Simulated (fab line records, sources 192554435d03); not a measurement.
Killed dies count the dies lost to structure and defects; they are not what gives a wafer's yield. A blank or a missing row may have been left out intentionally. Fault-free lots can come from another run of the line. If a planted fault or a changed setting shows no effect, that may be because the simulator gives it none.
fab line records | flow n5_finfet
[record] lots = 9 | wafers = 27 | last_day = 16
route steps=1938 shown DUMMY_REMOVAL@378 HKMG_FIN@423 BEOL_M4@1111
lots untouched by any fault: they come from a run of this same line in which no faults occurred
start_h: start of the lot's first displayed wafer, in hours after the record's first day | wait_h: how many hours have passed since the lot's step before this one | " unchanged from the row above | L1.1+2: several wafers, shown together as one row | - either no value or no given start | * or withheld: withheld | < > ~ a bound
route shown NAME@n: names a module that has steps shown in the file, with the first one's number in the route | usual: mean/standard deviation taken from wafers without a fault | same: alike in all rows | chamber/n: place in a boat | sites: per-site readings | _std_site: standard deviation of those values | _edge_site: the outer-site mean with the inner-site mean subtracted | radius_mm: for every site, how far away it sits from the centre of the wafer | mask NAME#n: copy n | behind: the tool/chamber that last shaped the wafer | hold: why the lot went on hold/how many hours it stayed there/how the hold came to an end | device: names the non-switching transistor (n, p or np) | end of line: the tests these same wafers got at the end of their route | a step without rows: its recipe alone | killed: the dies lost at the first sort to structure and to defects; this is not the yield of the wafer | map: dies across one wafer; x = killed, . = not, _ = none there
set.NAME: setting as actually run; set.NAME@STEP: the setting as run at that earlier step | model.NAME: the simulator's own value behind a step, which no gauge read
a sample of lots followed through the steps of the route, with each step as a table and each wafer as a row
services: the hour from which a tool's chamber was out of use, counted from the record's first day as start_h (under 0 if before that day), plus the number of hours and why
[[steps]]
[step N5_DUMMY_REMOVAL_STRIP_10]
[recipe] chemistry = N2/H2 | time_s = 40 | power_w = 100 | temp_c = 40 | pressure_mtorr = 100 | rf_frequency_hz = 6e+07 | bias_power_w = 3 | n2_flow_sccm = 300 | h2_flow_sccm = 300
[usual] drypump_motor_current_A = 5.8/0.65 | n2_flow_sccm = 300.0/0.97 | oes_product_au = 0.76/0.09 | rf_vpp_V = 45.3/0.9 | showerhead_plenum_p_Torr = 3.39/0.13 | throttle_valve_pct = 12.24/0.26
lot.wafer | tool        | chamber | start_h | wait_h | drypump_motor_current_A | n2_flow_sccm | oes_product_au | rf_hours_counter_h | rf_vpp_V | showerhead_plenum_p_Torr | throttle_valve_pct
L234.3    | rie_diel-01 | 0       | 74.58   | 0.0    | 5.9                     | 301.4        | 0.66           | 245                | 45.5     | 3.19                     | 12.38
L234.4    | "           | 3       | "       | "      | 6.2                     | 301.7        | 0.83           | 73                 | 46.3     | 3.28                     | 11.94
L234.5    | "           | 1       | "       | "      | 4.7                     | 300.7        | 0.70           | -                  | 46.0     | 3.48                     | 12.56
L235.1    | rie_diel-01 | 1       | 78.76   | 0.0    | 4.7                     | 298.5        | 0.69           | 230                | 44.8     | 3.48                     | 12.56
L235.3    | "           | 3       | "       | "      | 6.2                     | 300.7        | 0.82           | 74                 | 45.2     | 3.28                     | 11.94
L235.6    | "           | 2       | "       | "      | 6.6                     | 298.9        | 0.69           | -                  | 46.4     | 3.34                     | 12.58
L240.1    | rie_diel-04 | 2       | 107.74  | 0.0    | 6.1                     | 300.1        | 0.71           | 210                | 44.6     | 3.34                     | 12.45
L240.3    | "           | 3       | "       | "      | 6.8                     | 301.0        | 0.70           | 186                | 43.2     | 3.22                     | 12.07
L240.5    | "           | 3       | "       | "      | 6.8                     | 300.1        | 0.70           | -                  | 46.4     | 3.22                     | 12.08
L241.1    | rie_diel-03 | 2       | 113.87  | 0.0    | 5.5                     | 299.4        | 0.73           | 168                | 46.2     | 3.36                     | 12.44
L241.2    | "           | 1       | "       | "      | 6.1                     | 300.5        | 0.74           | 128                | 44.8     | 3.53                     | 12.24
L241.5    | "           | 2       | "       | "      | 5.5                     | 301.1        | 0.74           | -                  | 46.5     | 3.36                     | 12.43
L242.1    | rie_diel-01 | 0       | 123.25  | 0.0    | 5.8                     | 299.3        | 1.02           | 1                  | 45.4     | 3.59                     | 11.76
L242.5    | "           | 0       | "       | "      | 5.9                     | 300.7        | 1.02           | -                  | 45.7     | 3.59                     | 11.75
L242.6    | "           | 1       | "       | "      | 4.7                     | 299.7        | 0.68           | -                  | 45.3     | 3.47                     | 12.60
L243.4    | rie_diel-04 | 3       | 129.07  | 0.0    | 6.7                     | 299.5        | 0.70           | -                  | 43.1     | 3.22                     | 12.09
L243.5    | "           | 0       | "       | "      | 5.4                     | 299.6        | 0.79           | -                  | 45.7     | 3.52                     | 12.37
L243.6    | "           | 1       | "       | "      | 5.4                     | 298.7        | 0.68           | -                  | 45.9     | 3.45                     | 12.46
L247.1    | rie_diel-03 | 3       | 152.81  | 0.0    | 6.4                     | 300.0        | 0.98           | 1                  | 47.5     | 3.59                     | 11.76
L247.2    | "           | 2       | "       | "      | 5.5                     | 300.8        | 0.74           | 176                | 45.4     | 3.36                     | 12.44
L247.6    | "           | 1       | "       | "      | 6.1                     | 299.5        | 0.74           | -                  | 46.1     | 3.53                     | 12.26
L250.3    | rie_diel-03 | 0       | 166.51  | 0.0    | 5.1                     | 299.0        | 0.74           | 161                | 46.2     | 3.24                     | 12.10
L250.4    | "           | 2       | "       | "      | 5.5                     | 298.8        | 0.74           | 180                | 44.7     | 3.36                     | 12.48
L250.5    | "           | 0       | "       | "      | 5.2                     | 297.6        | 0.74           | -                  | 45.8     | 3.24                     | 12.09
L251.2    | rie_diel-03 | 0       | 173.78  | 0.0    | 5.2                     | 300.5        | 0.74           | 163                | 46.3     | 3.24                     | 12.11
L251.4    | "           | 3       | "       | "      | 6.5                     | 298.4        | 0.93           | 8                  | 44.9     | 3.58                     | 11.77
L251.6    | "           | 1       | "       | "      | 6.1                     | 299.9        | 0.74           | -                  | 45.2     | 3.52                     | 12.28
[step N5_HKMG_FIN_COAT_30]
[recipe] resist = SiARC | temp_c = 220 | time_s = 60 | spin_rpm = 1500 | resist_thk_nm = 35
[usual] resist_line_temp_C = 22.99/0.095 | spin_speed_rpm = 1500.0/1.1
lot.wafer | tool           | chamber | start_h | wait_h | resist_line_temp_C | spin_speed_rpm
L234.3    | litho_track-01 | 0       | 79.08   | -      | 22.90              | 1499.2
L234.4    | "              | 0       | "       | "      | 23.11              | 1500.0
L234.5    | "              | 0       | "       | "      | 22.92              | 1500.6
L235.1    | litho_track-04 | 0       | 83.98   | -      | 23.20              | 1501.1
L235.3    | "              | 0       | "       | "      | 23.06              | 1499.8
L235.6    | "              | 0       | "       | "      | 23.17              | 1500.2
L240.1    | litho_track-01 | 0       | 112.33  | -      | 23.00              | 1500.1
L240.3    | "              | 0       | "       | "      | 23.11              | 1499.3
L240.5    | "              | 0       | "       | "      | 23.00              | 1497.5
L241.1    | litho_track-04 | 0       | 118.26  | -      | 23.06              | 1500.7
L241.2    | "              | 0       | "       | "      | 22.99              | 1500.2
L241.5    | "              | 0       | "       | "      | 23.08              | 1500.8
L242.1    | litho_track-04 | 0       | 127.92  | -      | 22.94              | 1498.9
L242.5    | "              | 0       | "       | "      | 22.99              | 1500.4
L242.6    | "              | 0       | "       | "      | 22.94              | 1499.3
L243.4    | litho_track-04 | 0       | 133.75  | -      | 22.99              | 1498.7
L243.5    | "              | 0       | "       | "      | 22.99              | 1499.6
L243.6    | "              | 0       | "       | "      | 22.97              | 1500.3
L247.1    | litho_track-02 | 0       | 157.67  | -      | 23.14              | 1501.2
L247.2    | "              | 0       | "       | "      | 23.08              | 1500.4
L247.6    | "              | 0       | "       | "      | 23.08              | 1499.7
L250.3    | litho_track-04 | 0       | 171.49  | -      | 23.12              | 1464.2
L250.4    | "              | 0       | "       | "      | 23.04              | 1463.6
L250.5    | "              | 0       | "       | "      | 23.00              | 1464.7
L251.2    | litho_track-04 | 0       | 178.25  | -      | 23.05              | 1464.8
L251.4    | "              | 0       | "       | "      | 23.17              | 1460.9
L251.6    | "              | 0       | "       | "      | 23.01              | 1463.5
[step N5_HKMG_FIN_ETCH_31]
[recipe] chemistry = CF4 | target = SiARC | target_depth_a = 455 | mask_material = CAR-ArF | time_s = 75.8 | ion_energy_ev = 80 | pressure_mtorr = 40 | source_w = 545 | bias_w = 36 | Ar_flow_sccm = 100 | cf4_flow_sccm = 100 | ends = cleared
[usual] drypump_motor_current_A = 5.8/0.49 | etch_rf_on_time_s = 76.0/1.3 | oes_product_au = 0.66/0.075 | rf_vpp_V = 184.4/1.2 | showerhead_plenum_p_Torr = 2.16/0.073 | throttle_valve_pct = 15.60/0.24
lot.wafer | tool        | chamber | start_h | wait_h | drypump_motor_current_A | etch_rf_on_time_s | oes_product_au | rf_hours_counter_h | rf_vpp_V | showerhead_plenum_p_Torr | throttle_valve_pct
L234.3    | rie_diel-05 | 1       | 79.44   | 0.0    | 5.2                     | 75.7              | 0.76           | 38                 | 183.9    | 2.18                     | 15.75
L234.4    | "           | 2       | "       | "      | 5.5                     | 78.3              | 0.58           | 235                | 182.1    | 2.03                     | 15.87
L234.5    | "           | 0       | "       | "      | 5.9                     | 76.6              | 0.58           | -                  | 185.1    | 2.11                     | 15.63
L235.1    | rie_diel-05 | 1       | 84.49   | 0.0    | 5.2                     | 77.1              | 0.74           | 40                 | 184.2    | 2.18                     | 15.76
L235.3    | "           | 0       | "       | "      | 5.8                     | 77.5              | 0.56           | 245                | 184.3    | 2.11                     | 15.65
L235.6    | "           | 3       | "       | "      | 4.8                     | 77.8              | 0.62           | -                  | 183.7    | 2.23                     | 15.65
L240.1    | rie_diel-02 | 2       | 112.69  | 0.0    | 5.9                     | 75.9              | 0.64           | 169                | 184.8    | 2.22                     | 15.51
L240.3    | "           | 3       | "       | "      | 5.8                     | 75.9              | 0.59           | 209                | 183.2    | 2.12                     | 15.66
L240.5    | "           | 0       | "       | "      | 6.3                     | 74.4              | 0.66           | -                  | 184.2    | 2.14                     | 15.37
L241.1    | rie_diel-02 | 2       | 118.79  | 0.0    | 5.9                     | 77.0              | 0.64           | 171                | 184.8    | 2.22                     | 15.53
L241.2    | "           | 3       | "       | "      | 5.8                     | 77.5              | 0.58           | 211                | 184.2    | 2.12                     | 15.66
L241.5    | "           | 3       | "       | "      | 5.8                     | 77.8              | 0.58           | -                  | 183.3    | 2.12                     | 15.66
L242.1    | rie_diel-02 | 2       | 128.29  | 0.0    | 5.9                     | 76.3              | 0.64           | 174                | 184.4    | 2.21                     | 15.53
L242.5    | "           | 1       | "       | "      | 6.6                     | 76.5              | 0.70           | -                  | 185.4    | 2.26                     | 15.31
L242.6    | "           | 2       | "       | "      | 5.9                     | 77.1              | 0.63           | -                  | 186.0    | 2.22                     | 15.53
L243.4    | rie_diel-05 | 3       | 134.14  | 0.0    | 4.9                     | 76.7              | 0.60           | -                  | 185.3    | 2.22                     | 15.69
L243.5    | "           | 0       | "       | "      | 5.9                     | 73.6              | 0.84           | -                  | 182.8    | 2.10                     | 15.17
L243.6    | "           | 1       | "       | "      | 5.2                     | 76.4              | 0.71           | -                  | 185.4    | 2.18                     | 15.79
L247.1    | rie_diel-02 | 0       | 158.17  | 0.0    | 6.3                     | 73.8              | 0.65           | 164                | 183.9    | 2.13                     | 15.40
L247.2    | "           | 2       | "       | "      | 5.9                     | 76.0              | 0.64           | 183                | 184.6    | 2.21                     | 15.54
L247.6    | "           | 3       | "       | "      | 5.8                     | 77.4              | 0.58           | -                  | 182.1    | 2.11                     | 15.69
L250.3    | rie_diel-02 | 3       | 171.98  | 0.0    | 5.8                     | 78.5              | 0.57           | 231                | 182.7    | 2.11                     | 15.70
L250.4    | "           | 2       | "       | "      | 5.9                     | 78.0              | 0.62           | 190                | 184.5    | 2.21                     | 15.57
L250.5    | "           | 3       | "       | "      | 5.7                     | 78.8              | 0.57           | -                  | 182.7    | 2.11                     | 15.70
L251.2    | rie_diel-02 | 0       | 178.61  | 0.0    | 6.4                     | 75.7              | 0.64           | 173                | 184.9    | 2.13                     | 15.45
L251.4    | "           | 2       | "       | "      | 5.9                     | 77.1              | 0.62           | 192                | 184.3    | 2.21                     | 15.56
L251.6    | "           | 3       | "       | "      | 5.8                     | 78.4              | 0.58           | -                  | 183.9    | 2.11                     | 15.70
[step N5_HKMG_FIN_ETCH_35]
[recipe] chemistry = N2/H2 | target = SOC | target_depth_a = 2158 | ion_energy_ev = 65 | bias_w = 5 | source_w = 3000 | time_s = 243.4 | pressure_mtorr = 30 | n2_flow_sccm = 200 | h2_flow_sccm = 200
[usual] drypump_motor_current_A = 5.8/0.49 | n2_flow_sccm = 200.0/0.61 | oes_product_au = 0.77/0.089 | rf_vpp_V = 141.8/1 | showerhead_plenum_p_Torr = 2.58/0.092 | throttle_valve_pct = 17.87/0.26
lot.wafer | tool        | chamber | start_h | wait_h | drypump_motor_current_A | n2_flow_sccm | oes_product_au | rf_hours_counter_h | rf_vpp_V | showerhead_plenum_p_Torr | throttle_valve_pct
L234.3    | rie_diel-05 | 1       | 79.71   | 0.0    | 5.2                     | 200.2        | 0.88           | 38                 | 141.3    | 2.60                     | 18.08
L234.4    | "           | 2       | "       | "      | 5.5                     | 199.9        | 0.67           | 235                | 141.6    | 2.41                     | 18.03
L234.5    | "           | 0       | "       | "      | 5.9                     | 200.8        | 0.66           | -                  | 141.1    | 2.49                     | 17.90
L235.1    | rie_diel-05 | 1       | 84.76   | 0.0    | 5.2                     | 200.5        | 0.88           | 40                 | 142.3    | 2.60                     | 18.06
L235.3    | "           | 0       | "       | "      | 5.9                     | 199.4        | 0.67           | 245                | 140.3    | 2.49                     | 17.90
L235.6    | "           | 3       | "       | "      | 4.9                     | 199.4        | 0.73           | -                  | 141.7    | 2.66                     | 17.90
L240.1    | rie_diel-02 | 2       | 112.96  | 0.0    | 5.9                     | 199.3        | 0.74           | 169                | 142.0    | 2.64                     | 17.79
L240.3    | "           | 3       | "       | "      | 5.8                     | 200.2        | 0.68           | 209                | 140.7    | 2.52                     | 17.92
L240.5    | "           | 0       | "       | "      | 6.4                     | 200.9        | 0.76           | -                  | 141.1    | 2.54                     | 17.58
L241.1    | rie_diel-02 | 2       | 119.06  | 0.0    | 5.9                     | 199.6        | 0.74           | 171                | 143.3    | 2.64                     | 17.82
L241.2    | "           | 3       | "       | "      | 5.8                     | 199.7        | 0.68           | 211                | 141.8    | 2.52                     | 17.91
L241.5    | "           | 3       | "       | "      | 5.8                     | 200.4        | 0.68           | -                  | 143.2    | 2.52                     | 17.89
L242.1    | rie_diel-02 | 2       | 128.55  | 0.0    | 5.9                     | 199.4        | 0.75           | 174                | 143.2    | 2.64                     | 17.81
L242.5    | "           | 1       | "       | "      | 6.6                     | 200.5        | 0.83           | -                  | 142.6    | 2.69                     | 17.57
L242.6    | "           | 2       | "       | "      | 5.9                     | 200.4        | 0.74           | -                  | 142.7    | 2.64                     | 17.81
L243.4    | rie_diel-05 | 3       | 134.46  | 0.1    | 4.8                     | 199.9        | 0.71           | -                  | 143.7    | 2.65                     | 17.92
L243.5    | "           | 0       | "       | "      | 5.9                     | 199.6        | 0.97           | -                  | 140.6    | 2.49                     | 17.46
L243.6    | "           | 1       | "       | "      | 5.2                     | 200.2        | 0.84           | -                  | 141.2    | 2.59                     | 18.11
L247.1    | rie_diel-02 | 0       | 158.43  | 0.0    | 6.4                     | 199.7        | 0.76           | 165                | 142.8    | 2.53                     | 17.59
L247.2    | "           | 2       | "       | "      | 5.9                     | 199.3        | 0.74           | 183                | 142.6    | 2.64                     | 17.83
L247.6    | "           | 3       | "       | "      | 5.8                     | 200.0        | 0.67           | -                  | 141.9    | 2.51                     | 17.93
L250.3    | rie_diel-02 | 3       | 172.24  | 0.0    | 5.8                     | 200.0        | 0.68           | 231                | 140.8    | 2.51                     | 17.94
L250.4    | "           | 2       | "       | "      | 5.9                     | 200.7        | 0.74           | 190                | 141.5    | 2.63                     | 17.82
L250.5    | "           | 3       | "       | "      | 5.8                     | 200.3        | 0.68           | -                  | 140.8    | 2.51                     | 17.93
L251.2    | rie_diel-02 | 0       | 178.88  | 0.0    | 6.4                     | 200.5        | 0.75           | 174                | 141.6    | 2.53                     | 17.62
L251.4    | "           | 2       | "       | "      | 5.9                     | 200.7        | 0.73           | 192                | 142.6    | 2.63                     | 17.84
L251.6    | "           | 3       | "       | "      | 5.8                     | 200.4        | 0.67           | -                  | 140.5    | 2.51                     | 17.95
[step N5_BEOL_M4_RC_MEAS_101]
[usual] DIBL_N = 35.9/1.4 | DIBL_P = 35.9/1.7 | IOFF_N = 0.155/0.023 | IOFF_P = 0.201/0.029 | ION_N = 672/8.8 | ION_P = 460/7 | SS_N = 71.6/0.48 | SS_P = 73.1/0.64 | VT_N = 250.0/3 | VT_P = -251.6/3
lot.wafer | tool      | chamber | start_h | wait_h | DIBL_N[mV/V] | DIBL_P[mV/V] | IOFF_N[nA/um] | IOFF_P[nA/um] | ION_N[uA/um] | ION_P[uA/um] | SS_N[mV/dec] | SS_P[mV/dec] | VT_N[mV] | VT_P[mV]
L234.3    | prober-02 | 0       | 170.23  | 0.3    | 34.6         | 35.1         | 0.131         | 0.195         | 667          | 460          | 71.7         | 73.3         | 250.4    | -252.1
L234.4    | "         | 0       | "       | "      | 38.2         | 38.6         | 0.191         | 0.252         | 680          | 464          | 72.2         | 74.6         | 245.9    | -250.6
L234.5    | "         | 0       | "       | "      | 37.1         | 37.4         | 0.174         | 0.229         | 672          | 459          | 71.7         | 74.0         | 247.3    | -249.8
L235.1    | prober-02 | 0       | 172.95  | 0.0    | 34.9         | 33.6         | 0.130         | 0.184         | 652          | 452          | 71.9         | 72.2         | 256.1    | -249.7
L235.3    | "         | 0       | "       | "      | 34.1         | 33.5         | 0.120         | 0.181         | 660          | 455          | 71.0         | 72.6         | 254.3    | -250.7
L235.6    | "         | 0       | "       | "      | 35.3         | 35.0         | 0.145         | 0.213         | 664          | 463          | 71.7         | 72.7         | 251.9    | -250.3
L240.1    | prober-01 | 0       | 202.06  | 0.0    | 34.1         | 35.0         | 0.128         | 0.162         | 660          | 452          | 71.6         | 72.4         | 252.3    | -254.1
L240.3    | "         | 0       | "       | "      | 35.3         | 36.8         | 0.150         | 0.179         | 674          | 457          | 71.1         | 73.4         | 249.7    | -254.3
L240.5    | "         | 0       | "       | "      | 36.0         | 37.7         | 0.161         | 0.186         | 676          | 460          | 72.0         | 73.6         | 251.4    | -253.0
L241.1    | prober-02 | 0       | 216.75  | 0.0    | 33.8         | 33.6         | 0.126         | 0.147         | 669          | 453          | 70.9         | 72.7         | 251.1    | -256.9
L241.2    | "         | 0       | "       | "      | 35.1         | 34.5         | 0.141         | 0.155         | 669          | 443          | 71.8         | 72.7         | 251.5    | -256.8
L241.5    | "         | 0       | "       | "      | 34.4         | 34.1         | 0.131         | 0.148         | 665          | 448          | 70.8         | 72.1         | 252.5    | -256.1
L242.1    | prober-01 | 0       | 224.19  | 0.0    | 37.8         | 38.9         | 0.193         | 0.216         | 688          | 460          | 71.6         | 74.2         | 244.7    | -251.0
L242.5    | "         | 0       | "       | "      | 38.1         | 38.7         | 0.199         | 0.217         | 687          | 466          | 71.6         | 74.5         | 247.1    | -250.6
L242.6    | "         | 0       | "       | "      | 36.6         | 35.8         | 0.166         | 0.174         | 660          | 446          | 71.7         | 72.2         | 249.3    | -253.7
L243.4    | prober-02 | 0       | 234.46  | 0.5    | 33.1         | 31.8         | 0.114         | 0.162         | 657          | 454          | 71.0         | 72.5         | 251.4    | -253.1
L243.5    | "         | 0       | "       | "      | 35.3         | 34.6         | 0.157         | 0.205         | 674          | 459          | 71.5         | 73.1         | 247.7    | -252.2
L243.6    | "         | 0       | "       | "      | 33.2         | 32.0         | 0.117         | 0.164         | 674          | 458          | 69.9         | 71.5         | 253.3    | -252.7
L247.1    | prober-02 | 0       | 248.88  | 0.0    | 36.8         | 35.0         | 0.145         | 0.215         | 666          | 462          | 71.4         | 72.6         | 251.2    | -248.6
L247.2    | "         | 0       | "       | "      | 36.6         | 35.1         | 0.154         | 0.227         | 675          | 469          | 71.7         | 73.5         | 250.8    | -249.7
L247.6    | "         | 0       | "       | "      | 38.6         | 36.8         | 0.183         | 0.245         | 684          | 464          | 71.6         | 74.0         | 248.2    | -249.9
L250.3    | prober-01 | 0       | 269.49  | 0.3    | 38.6         | 36.4         | 0.165         | 0.210         | 677          | 464          | 71.7         | 73.7         | 249.1    | -251.6
L250.4    | "         | 0       | "       | "      | 39.0         | 37.3         | 0.177         | 0.217         | 675          | 457          | 71.8         | 74.6         | 250.3    | -251.7
L250.5    | "         | 0       | "       | "      | 37.4         | 35.3         | 0.144         | 0.196         | 675          | 458          | 71.4         | 73.4         | 247.9    | -251.1
L251.2    | prober-02 | 0       | 275.49  | 0.2    | 36.4         | 35.5         | 0.143         | 0.189         | 663          | 457          | 72.0         | 73.6         | 251.3    | -252.0
L251.4    | "         | 0       | "       | "      | 35.6         | 35.2         | 0.139         | 0.183         | 666          | 455          | 71.2         | 72.5         | 253.8    | -253.8
L251.6    | "         | 0       | "       | "      | 35.2         | 34.7         | 0.133         | 0.179         | 671          | 466          | 70.8         | 72.3         | 253.2    | -254.1
[[services]]
tool        | chamber | start_h | hours | kind
rie_diel-05 | 2       | 52.94   | 3.9   | repair
rie_diel-02 | -       | 77.79   | 0.1   | repair
rie_diel-04 | 0       | 78.56   | 1.2   | repair
rie_diel-02 | -       | 80.40   | 2.8   | pm
rie_diel-05 | 3       | 85.44   | 2.8   | repair
rie_diel-01 | 0       | 93.52   | -     | clean
rie_diel-05 | 0       | 97.85   | -     | clean
rie_diel-05 | 0       | 97.85   | -     | consumable_replace:focus_ring
rie_diel-05 | 0       | 97.85   | 20.0  | scheduled_down
rie_diel-05 | 0       | 97.85   | 20.0  | vent_cycle
rie_diel-05 | 2       | 118.45  | -     | clean
rie_diel-05 | 2       | 118.45  | -     | consumable_replace:focus_ring
rie_diel-05 | 2       | 118.45  | -     | consumable_replace:showerhead
rie_diel-05 | 2       | 118.45  | 17.9  | scheduled_down
rie_diel-05 | 2       | 118.45  | 17.9  | vent_cycle
rie_diel-03 | 3       | 122.82  | -     | clean
rie_diel-03 | 3       | 122.82  | -     | consumable_replace:focus_ring
rie_diel-03 | 3       | 122.82  | -     | consumable_replace:showerhead
rie_diel-03 | 3       | 122.82  | 24.2  | scheduled_down
rie_diel-03 | 3       | 122.82  | 24.2  | vent_cycle
rie_diel-03 | -       | 123.29  | 14.6  | pm
rie_diel-04 | 2       | 124.85  | 24.6  | repair
rie_diel-04 | 0       | 161.53  | 6.6   | repair
rie_diel-03 | 1       | 175.27  | 12.3  | repair
[[key]]
[first_sign] step = N5_HKMG_FIN_COAT_30 | reading = spin_speed_rpm | direction = down | sigmas = 34 | usual = * | struck = *
effect none on later readings
met_at N5_HKMG_FIN_COAT_30
struck_lots L250,L251
not_acting_at N5_DUMMY_REMOVAL_STRIP_10,N5_HKMG_FIN_ETCH_31,N5_HKMG_FIN_ETCH_35
onset_between 133.75 171.49
[fault] kind = process_parameter_drift | tool = litho_track-04 | chamber = - | onset_h = 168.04 | steps = N5_HKMG_FIN_COAT_30 | channel = spin_rpm | offset = * | shape = step | end_h = 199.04 | acts_in = * | stated = *
